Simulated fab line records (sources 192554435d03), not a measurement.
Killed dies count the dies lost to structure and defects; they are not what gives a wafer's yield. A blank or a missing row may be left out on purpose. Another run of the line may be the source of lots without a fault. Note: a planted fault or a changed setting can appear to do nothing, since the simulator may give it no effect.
fab line records	flow n5-finfet
record lots=7	wafers=39
route steps=1938 shown GATE_CUT@477
start-h: start of the lot's first displayed wafer, in hours after the record's first day	wait-h: time in hours since the lot's previous step	" repeats the value in the row above	L1.1+2: a single row standing in for several wafers	- either no value or no given start	* or withheld: withheld	< > ~ a bound
route shown NAME@n: NAME is a module with steps in the file, n the number in the route of the first one	usual: mean/standard deviation taken from wafers without a fault	same: alike in all rows	chamber/n: place in a boat	sites: readings site by site	_std_site: their standard deviation	_edge_site: the outer-site mean with the inner-site mean subtracted	radius-mm: for every site, how far away it sits from the centre of the wafer	mask NAME#n: copy n	behind: the most recent tool/chamber to have shaped the wafer	hold: what put the lot on hold/how long, in hours/how the hold closed	device: whichever transistor did not switch (one of n, p or np)	end of line: tests run on the same wafers once the route is complete	a step with no rows: only its recipe	killed: at the first sort, the dies lost to defects and structure; wafer yield is something else	map: dies across one wafer; x = killed, . = not, _ = none there
set.NAME: the run value of the setting; set.NAME@STEP: its run value at that earlier step	model.NAME: the simulator's own value behind a step, which no gauge read
one table per step and one row per wafer, for lots whose settings were changed on purpose
## steps
# step N5_GATE_CUT_HM_DEP_46
# recipe material=SiO2	target-thk-a=1300	temp-c=400	precursor=TEOS/O2	pressure-torr=6.5	rf-w=900	teos-flow-sccm=161.4	gas=O2	flow-sccm=2650	time-s=26.6
lot.wafer	tool	chamber	start-h	wait-h	set.target-thk-a	model.SiO2_of_GATE_CUT_HM_DEP_46.thk-nm
L074.1	pecvd-01	1	82.19	0.0	1217	122.8
L074.2	"	0	"	"	1300	129.4
L074.3	"	2	"	"	1300	130.4
L074.4	"	2	"	"	1300	131.6
L074.5	"	1	"	"	1217	124.8
L074.6	"	0	"	"	1217	123.8
L075.2	pecvd-02	0	89.17	0.0	1300	130.4
L075.3	"	2	"	"	1300	129.6
L075.4	"	0	"	"	1300	131.6
L077.1	pecvd-03	1	103.87	0.0	1300	129.2
L077.2	"	0	"	"	1300	128.8
L077.3	"	2	"	"	1165	113
L077.4	"	1	"	"	1300	129.4
L077.5	"	0	"	"	1165	117.8
L077.6	"	2	"	"	1165	115.8
L078.1	pecvd-02	0	110.81	0.0	1460	147.8
L078.2	"	1	"	"	1300	131
L078.3	"	2	"	"	1460	144
L078.4	"	0	"	"	1300	131.8
L078.5	"	2	"	"	1300	130.2
L078.6	"	1	"	"	1460	149.8
L083.1	pecvd-02	0	136.74	0.0	1300	129
L083.2	"	1	"	"	1137	113.2
L083.3	"	2	"	"	1137	112.6
L083.4	"	2	"	"	1300	132.2
L083.5	"	1	"	"	1137	117
L083.6	"	0	"	"	1300	130.8
L084.1	pecvd-02	0	146.29	0.0	1348	134.6
L084.2	"	2	"	"	1348	132.6
L084.3	"	1	"	"	1300	129.4
L084.4	"	1	"	"	1300	131.2
L084.5	"	0	"	"	1348	135.6
L084.6	"	2	"	"	1300	130.4
L090.1	pecvd-02	2	179.86	0.0	1155	112.2
L090.2	"	1	"	"	1300	129.8
L090.3	"	0	"	"	1300	128.8
L090.4+6	"	0,1	"	"	1155	118.2
L090.5	"	2	"	"	1300	131
# step N5_GATE_CUT_COAT_34
# recipe resist=SOC	temp-c=250	time-s=60	spin-rpm=1500	resist-thk-nm=60
# step N5_GATE_CUT_COAT_35
# recipe resist=SiARC	temp-c=220	time-s=60	spin-rpm=1500	resist-thk-nm=10
# step N5_GATE_CUT_STRIP_38
# recipe chemistry=N2/H2	temp-c=40	n2-flow-sccm=200	h2-flow-sccm=200	rf-frequency-hz=6e+07
# step N5_GATE_CUT_STRIP_39
# recipe chemistry=N2/H2	temp-c=40	n2-flow-sccm=200	h2-flow-sccm=200	rf-frequency-hz=6e+07
# step N5_GATE_CUT_HM_OPEN_40
# recipe chemistry=C4F6/O2	target=SiO2	mask-material=SiARC	target-depth-a=1390	time-s=85.1	ion-energy-ev=250	pressure-mtorr=30	source-w=345	bias-w=185	Ar_flow_sccm=300	C4F6_flow_sccm=10	O2_flow_sccm=10	ends=cleared
# usual etch-rf-on-time-s=95.0/2.1
lot.wafer	tool	chamber	start-h	wait-h	set.target-thk-a@GATE_CUT_HM_DEP_46	etch-rf-on-time-s	model.etch.depth-nm	model.SOC_of_GATE_CUT_COAT_34.thk-nm
L074.1	rie-diel-02	0	82.81	0.0	1217	85.8	122.9	33.8
L074.2	"	2	"	"	1300	91.9	129.3	33.6
L074.3	"	1	"	"	1300	92.6	130.3	32.6
L074.4	"	3	"	"	1300	95.9	131.6	32
L074.5	"	3	"	"	1217	91.6	124.9	33.6
L074.6	"	0	"	"	1217	87.4	123.8	33.8
L075.2	rie-diel-01	2	89.90	0.0	1300	95.4	130.4	32.8
L075.3	"	1	"	"	1300	93.0	129.6	32.8
L075.4	"	3	"	"	1300	94.8	131.6	31.6
L077.1	rie-diel-05	1	104.49	0.0	1300	95.6	129.1	32.8
L077.2	"	2	"	"	1300	95.5	128.8	33.4
L077.3	"	0	"	"	1165	81.5	113	36.4
L077.4	"	3	"	"	1300	93.1	129.3	32.4
L077.5	"	0	"	"	1165	84.6	117.8	35.6
L077.6	"	1	"	"	1165	85.7	115.7	35.8
L078.1	rie-diel-05	3	112.02	0.0	1460	107.7	147.7	28.4
L078.2	"	0	"	"	1300	96.3	131	32.4
L078.3	"	2	"	"	1460	108.9	144.1	30.2
L078.4	"	1	"	"	1300	97.9	131.7	32.2
L078.5	"	2	"	"	1300	98.5	130.3	33
L078.6	"	1	"	"	1460	113.3	149.9	28.4
L083.1	rie-diel-01	2	137.78	0.0	1300	94.9	129	33.4
L083.2	"	1	"	"	1137	81.9	113.3	36.2
L083.3	"	0	"	"	1137	81.5	112.5	35.8
L083.4	"	3	"	"	1300	95.6	132.1	31.6
L083.5	"	0	"	"	1137	85.9	117.1	35
L083.6	"	1	"	"	1300	94.9	130.8	32.4
L084.1	rie-diel-02	3	146.91	0.0	1348	98.6	134.7	31.2
L084.2	"	1	"	"	1348	94.1	132.6	31.6
L084.3	"	2	"	"	1300	93.8	129.3	33.4
L084.4	"	0	"	"	1300	92.4	131.3	31.8
L084.5	"	2	"	"	1348	97.5	135.5	32
L084.6	"	1	"	"	1300	93.2	130.4	32.4
L090.1	rie-diel-05	2	180.48	0.0	1155	83.3	112.2	36.8
L090.2	"	1	"	"	1300	97.4	129.7	33
L090.3	"	3	"	"	1300	93.2	128.7	32.6
L090.4	"	0	"	"	1155	84.4	118.2	35
L090.5	"	0	"	"	1300	93.1	130.9	32.8
L090.6	"	1	"	"	1155	88.9	118.2	35.2
# step N5_GATE_CUT_STRIP_41
# recipe chemistry=CF4	resist=SiARC	power-w=300	bias-power-w=75	pressure-mtorr=50	cf4-flow-sccm=150	rf-frequency-hz=6e+07
# step N5_GATE_CUT_STRIP_42
# recipe chemistry=O2	power-w=400	temp-c=40	pressure-mtorr=30	rf-frequency-hz=6e+07	bias-power-w=0	overash-fraction=0.3	o2-flow-sccm=225
# step N5_GATE_CUT_ALD_22
# recipe material=SiNx	target-thk-a=160	temp-c=400	ald-precursor-family=SiH2I2	ald-co-reactant=N2/H2-plasma	pulse-time-s=1	ald-cycles=320	purge-time-s=2	co-reactant-purge-time-s=2	pressure-torr=2
# step N5_GATE_CUT_CMP_23
# recipe stop-on=SiO2	t-overpolish-s=23.4	post-cmp-clean=alkaline-brush	down-force-psi=2.5	platen-rpm=51.8	pad-velocity-m-s=1.0307	target-thk-nm=16
# step N5_GATE_CUT_THK_MEAS_24
# recipe reads=SiO2_of_GATE_CUT_HM_DEP_46+SiO2_flowable_of_ILD0_FCVD_FILL_01
# usual GC_FILL_THK=220.1/2.2
lot.wafer	tool	chamber	start-h	wait-h	set.target-thk-a@GATE_CUT_HM_DEP_46	GC_FILL_THK[nm]
L074.1	film-metro-01	-	85.27	-	1217	212.5
L074.2	"	-	"	"	1300	218.4
L074.3	"	-	"	"	1300	218.8
L074.4	"	-	"	"	1300	219.9
L074.5	"	-	"	"	1217	213.5
L074.6	"	-	"	"	1217	212.8
L075.2	film-metro-01	-	92.46	-	1300	220.6
L075.3	"	-	"	"	1300	220.4
L075.4	"	-	"	"	1300	222.0
L077.1	film-metro-01	-	106.95	-	1300	219.2
L077.2	"	-	"	"	1300	217.3
L077.3	"	-	"	"	1165	203.3
L077.4	"	-	"	"	1300	218.6
L077.5	"	-	"	"	1165	205.9
L077.6	"	-	"	"	1165	206.0
L078.1	film-metro-02	-	114.47	-	1460	236.6
L078.2	"	-	"	"	1300	221.4
L078.3	"	-	"	"	1460	232.6
L078.4	"	-	"	"	1300	220.0
L078.5	"	-	"	"	1300	218.3
L078.6	"	-	"	"	1460	238.5
L083.1	film-metro-02	-	140.37	-	1300	219.9
L083.2	"	-	"	"	1137	204.0
L083.3	"	-	"	"	1137	203.5
L083.4	"	-	"	"	1300	223.5
L083.5	"	-	"	"	1137	208.3
L083.6	"	-	"	"	1300	222.3
L084.1	film-metro-01	-	149.56	-	1348	222.9
L084.2	"	-	"	"	1348	221.5
L084.3	"	-	"	"	1300	216.8
L084.4	"	-	"	"	1300	221.8
L084.5	"	-	"	"	1348	225.5
L084.6	"	-	"	"	1300	218.8
L090.1	film-metro-01	-	182.94	-	1155	201.3
L090.2	"	-	"	"	1300	219.8
L090.3	"	-	"	"	1300	218.1
L090.4	"	-	"	"	1155	207.2
L090.5	"	-	"	"	1300	221.1
L090.6	"	-	"	"	1155	208.4
# step N5_GATE_CUT_CMP_43
# recipe material=SiO2	post-cmp-clean=rinse-only
lot.wafer	tool	chamber	start-h	wait-h	set.target-thk-a@GATE_CUT_HM_DEP_46	model.SiO2_of_GATE_CUT_HM_DEP_46.thk-nm
L074.3+4+2	cmp-01	3,0,2	85.30	0.0	1300	5
L074.1+6	"	1,0	"	"	1217	4.6
L074.5	"	3	"	"	1217	4.8
L075.4+2+3	cmp-01	3,0,1	92.48	0.0	1300	5
L077.3	cmp-04	1	106.98	0.0	1165	4.2
L077.1+4+2	"	2,3,0	"	"	1300	5
L077.6+5	"	1,2	"	"	1165	4.4
L078.4+2+5	cmp-04	3,1,0	114.50	0.0	1300	5
L078.3	"	0	"	"	1460	5.6
L078.1	"	2	"	"	1460	5.8
L078.6	"	3	"	"	1460	6
L083.2+3	cmp-03	0,1	140.40	0.0	1137	4.2
L083.1+4+6	"	2,3,1	"	"	1300	5
L083.5	"	0	"	"	1137	4.4
L084.4+3+6	cmp-04	0,2,1	149.59	0.0	1300	5
L084.2+1+5	"	1,3,0	"	"	1348	5.2
L090.4+6	cmp-04	2,3	182.97	0.0	1155	4.4
L090.3+2+5	"	3,1,2	"	"	1300	5
L090.1	"	0	"	"	1155	4.2
## key
split step=N5_GATE_CUT_HM_DEP_46	setting=target-thk-a	stated=1300	by=wafer
response step=N5_GATE_CUT_HM_DEP_46	reading=model.SiO2_of_GATE_CUT_HM_DEP_46.thk-nm	change=+1.27	per=1%	r=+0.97
response step=N5_GATE_CUT_HM_OPEN_40	reading=etch-rf-on-time-s	change=*	per=1%	r=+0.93
response step=N5_GATE_CUT_HM_OPEN_40	reading=model.etch.depth-nm	change=+1.27	per=1%	r=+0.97
response step=N5_GATE_CUT_HM_OPEN_40	reading=model.SOC_of_GATE_CUT_COAT_34.thk-nm	change=-0.264	per=1%	r=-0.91
response step=N5_GATE_CUT_THK_MEAS_24	reading=GC_FILL_THK	change=+1.27	per=1%	r=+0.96
response step=N5_GATE_CUT_CMP_43	reading=model.SiO2_of_GATE_CUT_HM_DEP_46.thk-nm	change=+0.0609	per=1%	r=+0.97
